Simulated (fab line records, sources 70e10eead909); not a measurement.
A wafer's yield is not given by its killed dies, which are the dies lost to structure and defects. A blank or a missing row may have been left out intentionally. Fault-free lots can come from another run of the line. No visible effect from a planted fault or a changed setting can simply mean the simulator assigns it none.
fab line records -- flow nand-harc
record: lots: 6, wafers: 18, last-day: 32
route steps=1302 shown A_BLC@1110 END@1302
lots that met no fault: taken from a fault-free run of the same line
start-h: hours from the record's first day to the start of the lot's first wafer shown -- wait-h: hours from the lot's prior step to this one -- " same as the row above -- L1.1+2: a row that stands for several wafers -- - either no value or no given start -- * or withheld: withheld -- < > ~ a bound
route shown NAME@n: names a module that has steps shown in the file, with the first one's number in the route -- usual: mean/standard deviation taken from wafers without a fault -- same: alike in all rows -- chamber/n: place in a boat -- sites: the reading at each site -- _std_site: standard deviation across them -- _edge_site: the outer-site mean with the inner-site mean subtracted -- radius-mm: how far each site lies from the wafer's centre -- mask NAME#n: copy n -- behind: the last tool/chamber to shape the wafer -- hold: what put the lot on hold/how long, in hours/how the hold closed -- device: transistor that didn't switch, given as n, p or np -- end of line: the tests these same wafers got at the end of their route -- for a step that has no rows: nothing shown but its recipe -- killed: at the first sort, the dies lost to defects and structure; wafer yield is something else -- map: per-die view of a wafer (x killed, . not killed, _ where there is no die)
set.NAME: setting as actually run; set.NAME@STEP: the setting as run at that earlier step -- model.NAME: the simulator's own value behind a step, which no gauge read
a table for each step, a row for each wafer; lots at some steps of the route
services: from which hour (start-h, from the record's first day; less than 0 if before it) a tool's chamber was out of use, for how many hours, and why
== steps ==
step: NHARC_A_BLC_COAT_03
recipe: temp-c: 225, time-s: 65
step: NHARC_A_BLC_COAT_04
recipe: spin-rpm: 1500, resist-thk-nm: 90
step: NHARC_A_BLC_SOFTBAKE_05
recipe: temp-c: 105, time-s: 55
step: NHARC_A_BLC_EBR_06
step: NHARC_A_BLC_EXPOSE_07
recipe: na: 1.35, target-cd-nm: 100, dose-mj: 67.97, mask-id: A_BLC
step: NHARC_A_BLC_PEB_08
recipe: peb-temp-c: 100, peb-time-s: 65
step: NHARC_A_BLC_DEVELOP_09
recipe: develop-time-s: 35, dev-temp-c: 23
step: NHARC_A_BLC_CD_MEAS_10
recipe: target-cd-nm: 100, landing-energy-ev: 500
usual: cd-nm: 99.9/0.82
lot.wafer,tool,chamber,start-h,wait-h,cd-nm
L205.1,cd-sem-03,0,580.36,-,100.2
L205.5,cd-sem-03,0,580.36,-,99.4
L205.6,cd-sem-03,0,580.36,-,99.3
L208.1,cd-sem-02,0,595.68,-,99.6
L208.3,cd-sem-02,0,595.68,-,101.4
L208.4,cd-sem-02,0,595.68,-,100.7
L214.2,cd-sem-02,0,654.45,-,101.1
L214.4,cd-sem-02,0,654.45,-,100.1
L214.5,cd-sem-02,0,654.45,-,99.9
L216.2,cd-sem-02,0,668.47,-,101.1
L216.4,cd-sem-02,0,668.47,-,99.2
L216.5,cd-sem-02,0,668.47,-,100.2
L220.1,cd-sem-02,0,719.14,-,101.1
L220.2,cd-sem-02,0,719.14,-,100.9
L220.5,cd-sem-02,0,719.14,-,100.5
L221.1,cd-sem-01,0,727.60,-,99.1
L221.4,cd-sem-01,0,727.60,-,99.6
L221.5,cd-sem-01,0,727.60,-,99.1
step: NHARC_A_BLC_OVL_MEAS_11
usual: overlay-x-nm: 0.1/0.85, overlay-y-nm: 0.2/0.85
lot.wafer,tool,chamber,start-h,wait-h,overlay-x-nm,overlay-y-nm
L205.1,overlay-02,-,580.45,-,0.4,1.3
L205.5,overlay-02,-,580.45,-,0.1,1.6
L205.6,overlay-02,-,580.45,-,0.5,1.4
L208.1,overlay-02,-,595.77,-,-0.1,1.4
L208.3,overlay-02,-,595.77,-,0.5,0.7
L208.4,overlay-02,-,595.77,-,0.4,0.6
L214.2,overlay-01,-,654.54,-,0.3,-0.5
L214.4,overlay-01,-,654.54,-,0.1,-0.5
L214.5,overlay-01,-,654.54,-,0.4,-0.7
L216.2,overlay-01,-,668.55,-,-0.3,0.9
L216.4,overlay-01,-,668.55,-,-1.0,0.0
L216.5,overlay-01,-,668.55,-,-0.7,0.6
L220.1,overlay-01,-,719.23,-,-0.5,-0.6
L220.2,overlay-01,-,719.23,-,-0.6,-0.6
L220.5,overlay-01,-,719.23,-,-0.1,-0.4
L221.1,overlay-02,-,727.69,-,0.3,0.0
L221.4,overlay-02,-,727.69,-,0.4,0.0
L221.5,overlay-02,-,727.69,-,0.2,-0.2
step: NHARC_A_BLC_INSPECT_12
usual: raw-defect-count: 91/39
lot.wafer,tool,chamber,start-h,wait-h,raw-defect-count
L205.1,defect-inspect-01,-,580.48,0.0,58
L205.5,defect-inspect-01,-,580.48,0.0,64
L205.6,defect-inspect-01,-,580.48,0.0,71
L208.1,defect-inspect-02,-,595.81,0.0,159
L208.3,defect-inspect-02,-,595.81,0.0,150
L208.4,defect-inspect-02,-,595.81,0.0,178
L214.2,defect-inspect-02,-,654.57,0.0,58
L214.4,defect-inspect-02,-,654.57,0.0,54
L214.5,defect-inspect-02,-,654.57,0.0,45
L216.2,defect-inspect-02,-,668.59,0.0,32
L216.4,defect-inspect-02,-,668.59,0.0,22
L216.5,defect-inspect-02,-,668.59,0.0,28
L220.1,defect-inspect-02,-,719.27,0.0,115
L220.2,defect-inspect-02,-,719.27,0.0,123
L220.5,defect-inspect-02,-,719.27,0.0,129
L221.1,defect-inspect-01,-,727.73,0.0,33
L221.4,defect-inspect-01,-,727.73,0.0,36
L221.5,defect-inspect-01,-,727.73,0.0,44
step: NHARC_A_BLC_DESCUM_15
recipe: time-s: 3, o2-flow-sccm: 200, ar-flow-sccm: 0, bias-power-w: 0, chemistry: O2
usual: drypump-motor-current-A: 5.5/0.52, oes-product-au: 1.005/0.014, rf-vpp-V: 57.5/0.89, showerhead-plenum-p-Torr: 1.86/0.054, throttle-valve-pct: 11.311/0.0093
lot.wafer,tool,chamber,start-h,wait-h,drypump-motor-current-A,oes-product-au,rf-hours-counter-h,rf-vpp-V,showerhead-plenum-p-Torr,throttle-valve-pct
L205.1,rie-diel-11,0,580.56,0.1,5.4,1.016,11,56.5,1.81,11.329
L205.6,rie-diel-11,2,580.56,0.1,4.8,0.985,-,59.0,1.81,11.323
L205.5,rie-diel-11,3,580.56,0.1,6.2,1.002,-,56.7,1.88,11.293
L208.3,rie-diel-11,3,595.87,0.1,6.2,0.986,13,58.6,1.88,11.315
L208.1,rie-diel-11,0,595.87,0.1,5.5,1.011,12,57.4,1.81,11.298
L208.4,rie-diel-11,2,595.87,0.1,4.8,0.982,13,57.5,1.81,11.312
L214.4,rie-diel-03,0,654.63,0.1,5.4,1.022,1,58.4,1.81,11.313
L214.2,rie-diel-03,2,654.63,0.1,5.0,0.993,1,57.1,1.84,11.291
L214.5,rie-diel-03,1,654.63,0.1,5.4,0.991,-,57.3,1.90,11.316
L216.4,rie-diel-04,1,668.65,0.1,6.5,1.001,39,59.9,1.93,11.297
L216.2,rie-diel-04,3,668.65,0.1,6.6,1.007,38,59.0,1.94,11.312
L216.5,rie-diel-04,1,668.65,0.1,6.6,1.005,-,57.6,1.94,11.306
L220.1,rie-diel-04,2,719.33,0.1,5.8,1.008,0,58.5,2.08,11.311
L220.2,rie-diel-04,3,719.33,0.1,6.6,1.040,0,58.1,1.94,11.293
L220.5,rie-diel-04,2,719.33,0.1,5.8,1.009,-,58.4,2.08,11.302
L221.4,rie-diel-11,0,727.80,0.1,5.4,1.032,9,56.7,1.81,11.324
L221.1,rie-diel-11,2,727.80,0.1,4.8,1.003,9,56.8,1.81,11.303
L221.5,rie-diel-11,3,727.80,0.1,6.2,1.017,-,57.0,1.88,11.300
step: NHARC_A_BLC_ETCH_16
recipe: target-depth-a: 390, over-etch-frac: 0.3, time-s: 65, ion-energy-ev: 80, cf4-flow-sccm: 150, ar-flow-sccm: 0, rf-w: 300, bias-w: 100, chemistry: CF4
usual: drypump-motor-current-A: 5.5/0.53, oes-product-au: 1.007/0.013, rf-vpp-V: 150.8/0.95, showerhead-plenum-p-Torr: 1.72/0.046, throttle-valve-pct: 13.283/0.0096
lot.wafer,tool,chamber,start-h,wait-h,drypump-motor-current-A,oes-product-au,rf-hours-counter-h,rf-vpp-V,showerhead-plenum-p-Torr,throttle-valve-pct
L205.1,rie-diel-11,3,580.64,0.1,6.2,1.005,11,151.9,1.74,13.284
L205.5,rie-diel-11,2,580.64,0.1,4.8,1.000,-,150.8,1.68,13.294
L205.6,rie-diel-11,3,580.64,0.1,6.2,1.001,-,150.9,1.74,13.274
L208.4,rie-diel-11,3,595.95,0.1,6.2,1.004,13,151.2,1.74,13.278
L208.1,rie-diel-11,1,595.95,0.1,6.5,1.002,12,150.3,1.75,13.275
L208.3,rie-diel-11,2,595.95,0.1,4.8,0.985,13,150.4,1.68,13.284
L214.4,rie-diel-03,3,654.73,0.1,5.3,1.018,1,150.6,1.76,13.287
L214.2,rie-diel-03,1,654.73,0.1,5.5,0.996,1,150.0,1.76,13.292
L214.5,rie-diel-03,2,654.73,0.1,5.0,0.988,-,150.7,1.71,13.287
L216.2,rie-diel-04,1,668.74,0.1,6.6,1.000,40,150.4,1.79,13.289
L216.4,rie-diel-04,2,668.74,0.1,5.7,1.003,37,150.3,1.65,13.297
L216.5,rie-diel-04,1,668.74,0.1,6.6,1.010,-,150.9,1.79,13.284
L220.2,rie-diel-04,1,719.43,0.1,6.6,1.009,0,150.9,1.78,13.282
L220.1,rie-diel-04,2,719.43,0.1,5.7,1.003,0,153.4,1.91,13.285
L220.5,rie-diel-04,0,719.43,0.1,5.4,0.996,-,152.6,1.91,13.277
L221.4,rie-diel-11,3,727.87,0.1,6.2,1.029,9,149.4,1.74,13.287
L221.1,rie-diel-11,0,727.87,0.1,5.5,1.029,9,151.4,1.68,13.288
L221.5,rie-diel-11,0,727.87,0.1,5.5,1.033,-,149.4,1.68,13.271
step: NHARC_A_BLC_ETCH_17
recipe: target-depth-a: 3900, over-etch-frac: 0.25, time-s: 609.38, ion-energy-ev: 200, n2-flow-sccm: 150, h2-flow-sccm: 150, ar-flow-sccm: 0, rf-w: 400, bias-w: 150, chemistry: N2/H2
usual: drypump-motor-current-A: 5.5/0.53, oes-product-au: 1.005/0.013, rf-vpp-V: 429.1/1.9, showerhead-plenum-p-Torr: 1.98/0.059, throttle-valve-pct: 14.171/0.0082
lot.wafer,tool,chamber,start-h,wait-h,drypump-motor-current-A,oes-product-au,rf-hours-counter-h,rf-vpp-V,showerhead-plenum-p-Torr,throttle-valve-pct
L205.1,rie-diel-11,2,580.72,-,4.8,1.004,11,427.6,1.93,14.166
L205.5,rie-diel-11,2,580.72,-,4.8,0.995,-,426.1,1.93,14.168
L205.6,rie-diel-11,3,580.72,-,6.2,0.865,-,429.6,2.01,14.168
L208.4,rie-diel-11,0,596.09,-,5.5,0.864,13,427.0,1.93,14.162
L208.1,rie-diel-11,1,596.09,-,6.5,0.991,13,431.4,2.01,14.175
L208.3,rie-diel-11,2,596.09,-,4.8,0.983,13,428.4,1.93,14.171
L214.2,rie-diel-03,0,654.85,-,5.4,1.021,1,426.0,1.92,14.168
L214.4,rie-diel-03,2,654.85,-,5.0,1.002,1,428.2,1.96,14.173
L214.5,rie-diel-03,3,654.85,-,5.3,1.007,-,431.1,2.03,14.169
L216.4,rie-diel-04,3,668.83,-,6.6,0.999,38,431.4,2.07,14.186
L216.2,rie-diel-04,1,668.83,-,6.6,1.011,40,432.4,2.06,14.174
L216.5,rie-diel-04,3,668.83,-,6.6,0.997,-,432.3,2.07,14.167
L220.2,rie-diel-04,3,719.51,-,6.6,1.025,0,431.9,2.07,14.176
L220.1,rie-diel-04,0,719.51,-,5.3,1.000,0,435.0,2.22,14.174
L220.5,rie-diel-04,3,719.51,-,6.6,1.025,-,430.0,2.06,14.178
L221.1,rie-diel-11,0,727.96,-,5.5,1.027,9,428.4,1.92,14.171
L221.4,rie-diel-11,1,727.96,-,6.5,1.003,9,430.3,2.01,14.165
L221.5,rie-diel-11,0,727.96,-,5.5,1.036,-,427.9,1.92,14.181
step: NHARC_A_BLC_ETCH_18
recipe: target-depth-a: 9100, c4f8-flow-sccm: 20, o2-flow-sccm: 10, ar-flow-sccm: withheld, rf-w: 600, bias-w: 1500, chemistry: C4F8/O2/Ar
usual: oes-product-au: 0.955/0.025, rf-vpp-V: 975/3.7
lot.wafer,tool,chamber,start-h,wait-h,oes-product-au,rf-hours-counter-h,rf-vpp-V
L205.1,rie-diel-11,0,-,-,0.940,11,971
L205.5,rie-diel-11,2,-,-,0.929,-,971
L205.6,rie-diel-11,3,-,-,0.928,-,976
L208.3,rie-diel-11,3,-,-,0.926,13,977
L208.4,rie-diel-11,0,-,-,0.940,13,970
L208.1,rie-diel-11,1,-,-,0.923,13,977
L214.2,rie-diel-03,1,-,-,0.952,1,976
L214.4,rie-diel-03,2,-,-,0.968,1,973
L214.5,rie-diel-03,3,-,-,1.004,-,978
L216.4,rie-diel-04,1,-,-,0.925,40,979
L216.2,rie-diel-04,2,-,-,0.941,37,969
L216.5,rie-diel-04,0,-,-,0.921,-,968
L220.2,rie-diel-04,3,-,-,0.994,0,980
L220.1,rie-diel-04,1,-,-,0.961,0,980
L220.5,rie-diel-04,0,-,-,0.980,-,989
L221.1,rie-diel-11,1,-,-,0.917,9,978
L221.4,rie-diel-11,3,-,-,0.941,9,976
L221.5,rie-diel-11,1,-,-,0.919,-,976
step: NHARC_END_SORT_01
recipe: temp-c: 25
usual: killed-at-array: 52/17, killed-at-other: 1.2/1.4, killed-at-periphery: 4.7/2.9, killed-dies: 58/17, killed-open: 3.2/1.9, killed-short: 2.4/1.4
same: gross-dies: 677
lot.wafer,tool,chamber,start-h,wait-h,killed-at-array,killed-at-other,killed-at-periphery,killed-dies,killed-open,killed-short
L205.1,prober-02,0,624.86,2.5,35,0,5,40,1,2
L205.5,prober-02,0,628.08,3.7,39,0,12,51,6,0
L205.6,prober-02,0,628.89,4.0,549,0,4,553,1,2
L208.4,prober-02,0,645.23,3.4,583,0,4,587,1,5
L216.2,prober-01,0,716.13,2.8,26,0,6,32,3,2
L216.4,prober-01,0,717.74,3.4,26,2,3,31,5,3
L216.5,prober-01,0,718.55,3.7,27,0,4,31,0,1
killed by level:class
L205.1 A_CHANNEL_HOLE_D2:chamber-film-flake=21 A_SLIT:chamber-film-flake=3 A_CONTACT:chamber-film-flake=3 P_GATE:chamber-film-flake=2 A_CHANNEL_HOLE_D1:chamber-film-flake=2 P_BONDPAD:geometric-particle:short=1 A_CHANNEL_FILL_D1:geometric-particle:short=1 A_M0:geometric-particle:open=1
L205.5 A_CHANNEL_HOLE_D2:chamber-film-flake=28 P_ZERO_WELL:chamber-film-flake=3 P_M2:chamber-film-flake=3 A_BLC:geometric-particle:open=2 A_DECK1_JOINT:chamber-film-flake=2 P_STI:chamber-film-flake=2 P_GATE:chamber-film-flake=2 A_CHANNEL_HOLE_D1:chamber-film-flake=2
L205.6 A_BLC:area-etch=519 A_CHANNEL_HOLE_D2:chamber-film-flake=17 A_CHANNEL_HOLE_D1:chamber-film-flake=4 A_SLIT:chamber-film-flake=2 A_CONTACT:chamber-film-flake=2 P_M0:geometric-particle:short=1 A_SGD_CUT:geometric-particle:open=1 A_WL_FILL:geometric-particle:short=1
L208.4 A_BLC:area-etch=487 A_SLIT:chamber-film-flake=41 A_CHANNEL_HOLE_D2:chamber-film-flake=24 A_CHANNEL_HOLE_D1:chamber-film-flake=19 A_CONTACT:chamber-film-flake=3 A_DECK1_JOINT:chamber-film-flake=2 P_CONTACT:geometric-particle:short=1 A_ONON_D2:geometric-particle:short=1
L216.2 A_CHANNEL_HOLE_D1:chamber-film-flake=10 A_SLIT:chamber-film-flake=4 A_CHANNEL_FILL_D2:chamber-film-flake=3 P_GATE:chamber-film-flake=3 A_STAIRCASE:chamber-film-flake=3 A_CONTACT:chamber-film-flake=3 P_GATE:geometric-particle:open=1 P_CONTACT:geometric-particle:open=1
L216.4 A_CHANNEL_HOLE_D1:chamber-film-flake=6 A_CONTACT:chamber-film-flake=5 A_STAIRCASE:chamber-film-flake=4 A_CHANNEL_FILL_D2:chamber-film-flake=3 A_SLIT:chamber-film-flake=3 P_GATE:geometric-particle:open=2 A_CHANNEL_FILL_D2:geometric-particle:open=2 A_ONON_D2:geometric-particle:short=1
L216.5 A_CHANNEL_HOLE_D1:chamber-film-flake=13 A_CONTACT:chamber-film-flake=6 P_ZERO_WELL:chamber-film-flake=4 A_STAIRCASE:chamber-film-flake=3 A_CHANNEL_FILL_D2:geometric-particle:short=1 A_ZERO_WELL:chamber-film-flake=1 A_CHANNEL_HOLE_D2:chamber-film-flake=1 A_CHANNEL_FILL_D2:chamber-film-flake=1
map L205.6 (x killed, . not)
____________x____________
_________xxxxxxx_________
_______xxxxxx.x.xx_______
______xxxx.xx...x.x______
_____xxxxxxx.xxxxxxx_____
____xxxxxxx.xxxx.x..x____
____xxxxxxxx.xxxxx...____
___xxxxxxxx.xx.x.x.xxx___
___xx.xxxxxx.xxx.xxxxx___
__xxxx.xxxxxx...xxx.xxx__
__xxxxx.xx.xxxxx.xxxxxx__
_xxxxx.xxxxxxxxxx..x.xx._
_xxxxxxxxx.x.xxxxxx..xxx_
_xxxxxxxxxxxx.x.xxxx.x.x_
_xxxxxxxxxxxxxxxxx.x.x.x_
_xxxxxxxxx.xxxxxx.xxx.x._
xxxxx..xxxx...x.xx.x.xx.x
xxxxxxxxxx.xx.xxxxxxxx..x
xxxx.x.xx.xx.xxxxx.xx.xxx
xxxx.xxxxxxxxx.x.x.x...xx
xxxxxxxxxxx..xx.xxxx.x.x.
_xxxxxxxxx.xx.xxxxxx.xx._
_xxxxxx.x.xxxxxxxxxxx.xx_
_xxxxxxxxxxxxxx...xxxxx._
_xxxxxxxxxx.xxxxxxxxxx.x_
_xxxxxxxx.xxxxxxxx.x.xx._
__xxxxxxxx.xxxx.xx.xxx.__
__x.xxxxxxxxxx.xxxxx.xx__
___xxx.xxxxxx.xxx...x.___
___xxxxxxxxxxxx.xxx.xx___
____xxxxxxxxx.xx.xxxx____
____xxxxxxxx.xxxxx.xx____
_____xxxxxxxx..xxxxx_____
______xxxxxxxxxxxx.______
_______.xx.xxxxxxx_______
_________xxxxxxx_________
____________x____________
map L208.4 (x killed, . not)
____________x____________
_________xxxxxxx_________
_______xxxxxxxxxxx_______
______xxxxxxxx.xxxx______
_____xxxxxxxxxxxxxxx_____
____xxxxxxxxx.xxxxxxx____
____xxxxxxxxxxxxxxxxx____
___xxxxxxxxxxxxxxxxxxx___
___.xxxxxxxxxxxxxxxxxx___
__xxxxxxxxxxxxxxxxxxxxx__
__xxxxxxxxxxx.xxxxxxxx.__
_xxxxx.x.xxxxxxxxxxxxxxx_
_xx.xxxxxxxxxxxxxxxxxxxx_
_.xxxxxxxxxx.xxxxxxxxxxx_
_xxxxx.xxxxxxxxxxxxxxxxx_
_xx.xxxxxxxxxxxxx.xxxxxx_
.x.x.xxxxxxxx..x.xxxxxxxx
x.xxxxxxxxxxxxx.xxxxxxxxx
xx.x.xxxxxxxxxx.xxxxxxxxx
xxx.xxxxxxxxx.x.xxxxxxxxx
.xx.xxxxxxxxxxx.x.xx.xxxx
_xxxxxxx.x.x.xxxxxxxxxx._
_xxxxx..xxx.xxxxxxxx..xx_
_xxxxxxxxxxxx.xxxxxxxxxx_
_..xxxxx.xxx.xxx.xxx.xxx_
_.xxxxxxx.xx.xxxxxx.xxxx_
__x.xxx..xxxxx.xxx..x.x__
__.xxx..xxxx..x.x.x.xxx__
___..xxxxx.xxxxxxxxxxx___
___.xxxxxxxxxxxxx.x.x.___
____xxxxxxxxxxx.xxxxx____
____..xxxx.xx.xxx..x.____
_____xxxx.xxx.xxxx.x_____
______xx.xxxxxxxxxx______
_______...xxxxx.xx_______
_________xxxxxxx_________
____________x____________
== services ==
tool,chamber,start-h,hours,kind
rie-diel-11,0,564.01,-,clean
rie-diel-11,1,564.01,-,clean
rie-diel-11,2,564.01,-,clean
rie-diel-11,3,564.01,-,clean
rie-diel-03,1,565.57,12.8,repair
rie-diel-11,0,588.71,-,clean
rie-diel-11,1,588.71,-,clean
rie-diel-11,2,588.71,-,clean
rie-diel-11,3,588.71,-,clean
rie-diel-11,-,609.51,9.0,pm
rie-diel-11,0,609.51,9.0,vent-cycle
rie-diel-11,1,609.51,9.0,vent-cycle
rie-diel-11,2,609.51,9.0,vent-cycle
rie-diel-11,3,609.51,9.0,vent-cycle
rie-diel-11,0,618.51,-,clean
rie-diel-11,1,618.51,-,clean
rie-diel-03,-,635.71,9.0,pm
rie-diel-04,-,651.51,0.5,repair
rie-diel-03,-,670.81,2.5,repair
rie-diel-04,-,687.63,0.7,repair
rie-diel-03,1,689.01,3.2,repair
rie-diel-11,-,690.97,1.0,repair
rie-diel-11,2,708.83,5.7,repair
rie-diel-04,-,709.68,9.0,pm
== key ==
first-sign: step: NHARC_A_BLC_ETCH_17, reading: oes-product-au, direction: down, sigmas: 11, usual: 1.005, struck: 0.864
effect: step: NHARC_END_SORT_01, reading: killed-at-array, direction: up, sigmas: 31, usual: 52, struck: 566
more-kills-born-at: NHARC_A_BLC_ETCH_17@rie-diel-11: 1006
met-at NHARC_A_BLC_ETCH_17
struck-wafers L205.6,L208.4
later-rows-left-out L205.6,L208.4
tester-left-out L205,L208
fault: kind: process-parameter-drift, tool: rie-diel-11, chamber: -, onset-h: 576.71, steps: NHARC_A_BLC_ETCH_17, channel: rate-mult, offset: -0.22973, shape: step, end-h: 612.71, scope: struck-wafers-only
tester-left-out: of these lots the tester's yield and bins aren't shown, on N5 and GAA mostly nor the transistor test; their killed dies are dies lost to structure and defects alone, not to doping, threshold or leakage, so they don't give the yield
later-rows-left-out: the simulator's readings of these wafers behind a module that went badly wrong aren't trusted and aren't shown, but for the sort
